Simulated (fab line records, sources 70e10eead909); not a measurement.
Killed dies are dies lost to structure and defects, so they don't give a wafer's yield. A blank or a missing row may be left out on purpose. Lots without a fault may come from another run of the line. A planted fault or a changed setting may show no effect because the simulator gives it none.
Chamber matching | flow nand_harc | NHARC_A_WL_FILL_ALD_19 on ald_metal-01: 4 sister chambers
The step deposits TiN, target thk 2 nm, pulse time 3 s, ald cycles 100. 4 wafers are shown with their chamber, then 12 later ones without.

WAFERS WITH THEIR CHAMBER
wafer  | chamber | heater_power_w (W)
L089.5 | 1       | 1081
L089.2 | 2       | 1108
L089.3 | 3       | 1067
L089.4 | 0       | 1036

WAFERS WITHOUT THEIR CHAMBER
wafer  | heater_power_w (W)
L094.1 | 1071
L094.2 | 1121
L094.5 | 1106
L094.3 | 1060
L094.4 | 1202
L094.6 | 1041
L095.2 | 1103
L095.4 | 1245
L095.6 | 1220
L097.1 | 1211
L097.2 | 1083
L097.3 | 1054

WHICH CHAMBER EACH WENT THROUGH
wafer  | from the rows above               | in truth
L094.1 | can't be placed: 3 or 1 or 0 or 2 | 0
L094.2 | can't be placed: 2 or 1 or 3 or 0 | 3
L094.5 | can't be placed: 2 or 1 or 3 or 0 | 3
L094.3 | can't be placed: 3 or 1 or 0 or 2 | 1
L094.4 | can't be placed: 2 or 1 or 3 or 0 | 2
L094.6 | can't be placed: 0 or 3 or 1 or 2 | 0
L095.2 | can't be placed: 2 or 1 or 3 or 0 | 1
L095.4 | can't be placed: 2 or 1 or 3 or 0 | 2
L095.6 | can't be placed: 2 or 1 or 3 or 0 | 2
L097.1 | can't be placed: 2 or 1 or 3 or 0 | 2
L097.2 | can't be placed: 1 or 3 or 2 or 0 | 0
L097.3 | can't be placed: 3 or 0 or 1 or 2 | 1
Placed correctly: 0 of 12. Can't be placed from these rows: 12 (the true chamber is among the candidates in 12). Placed wrongly: 0.
How it was worked out, from the rows above alone: a wafer's distance from a chamber is the root of the sum, over the readings, of the square of ((its reading less the chamber's mean) divided by the reading's scatter). The wafer belongs to the nearest chamber; if the next one is less than 2 further off, it can't be placed. A chamber's mean is the mean of its shown wafers. The scatter: with one shown wafer a chamber, the root of the mean of the squares of how far each hidden wafer lies from its nearest shown one.
